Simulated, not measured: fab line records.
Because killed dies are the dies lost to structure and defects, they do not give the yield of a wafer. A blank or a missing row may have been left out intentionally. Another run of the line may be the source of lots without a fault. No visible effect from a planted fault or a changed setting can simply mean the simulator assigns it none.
Chamber matching / flow n5_finfet / N5_BEOL_M8_STRIP_19 on rie_diel-02: 4 sister chambers
The step strips in O2. 8 wafers are shown with their chamber, then 8 later ones without.

== WAFERS, EACH WITH ITS CHAMBER ==
wafer=L076.1; chamber=2; showerhead_plenum_p_Torr (Torr)=1.97; throttle_valve_pct (%)=16.98
wafer=L076.2; chamber=0; showerhead_plenum_p_Torr (Torr)=2.07; throttle_valve_pct (%)=16.54
wafer=L076.5; chamber=2; showerhead_plenum_p_Torr (Torr)=1.97; throttle_valve_pct (%)=16.99
wafer=L083.6; chamber=1; showerhead_plenum_p_Torr (Torr)=2.00; throttle_valve_pct (%)=16.58
wafer=L084.1; chamber=3; showerhead_plenum_p_Torr (Torr)=2.15; throttle_valve_pct (%)=16.15
wafer=L084.3; chamber=1; showerhead_plenum_p_Torr (Torr)=2.00; throttle_valve_pct (%)=16.57
wafer=L084.6; chamber=3; showerhead_plenum_p_Torr (Torr)=2.15; throttle_valve_pct (%)=16.15
wafer=L085.1; chamber=0; showerhead_plenum_p_Torr (Torr)=2.06; throttle_valve_pct (%)=16.58

== WAFERS MISSING THEIR CHAMBER ==
wafer=L085.2; showerhead_plenum_p_Torr (Torr)=2.15; throttle_valve_pct (%)=16.12
wafer=L085.6; showerhead_plenum_p_Torr (Torr)=2.00; throttle_valve_pct (%)=16.58
wafer=L094.1; showerhead_plenum_p_Torr (Torr)=2.06; throttle_valve_pct (%)=16.61
wafer=L094.5; showerhead_plenum_p_Torr (Torr)=2.14; throttle_valve_pct (%)=16.17
wafer=L094.6; showerhead_plenum_p_Torr (Torr)=2.06; throttle_valve_pct (%)=16.63
wafer=L096.1; showerhead_plenum_p_Torr (Torr)=1.99; throttle_valve_pct (%)=16.63
wafer=L096.3; showerhead_plenum_p_Torr (Torr)=2.22; throttle_valve_pct (%)=16.63
wafer=L096.5; showerhead_plenum_p_Torr (Torr)=2.05; throttle_valve_pct (%)=16.18

== WHICH CHAMBER EACH WENT THROUGH ==
wafer=L085.2; from the rows above=3; in truth=3
wafer=L085.6; from the rows above=1; in truth=1
wafer=L094.1; from the rows above=0; in truth=0
wafer=L094.5; from the rows above=3; in truth=3
wafer=L094.6; from the rows above=0; in truth=0
wafer=L096.1; from the rows above=1; in truth=1
wafer=L096.3; from the rows above=3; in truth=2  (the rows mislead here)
wafer=L096.5; from the rows above=0; in truth=0
Placed correctly: 7 of 8. From these rows, 0 cannot be placed. 1 placed wrongly.
How it was worked out, from the rows above alone: a wafer's distance from a chamber is the root of the sum, over the readings, of the square of ((its reading less the chamber's mean) divided by the reading's scatter). If the next closest chamber is less than 2 further off than the closest, the wafer can't be placed; otherwise it belongs to the closest. Each chamber's mean is taken over the wafers shown for it. The scatter: take each reading less its chamber's mean, square it, sum over the shown wafers, divide by the number of wafers less the number of chambers, and take the root.
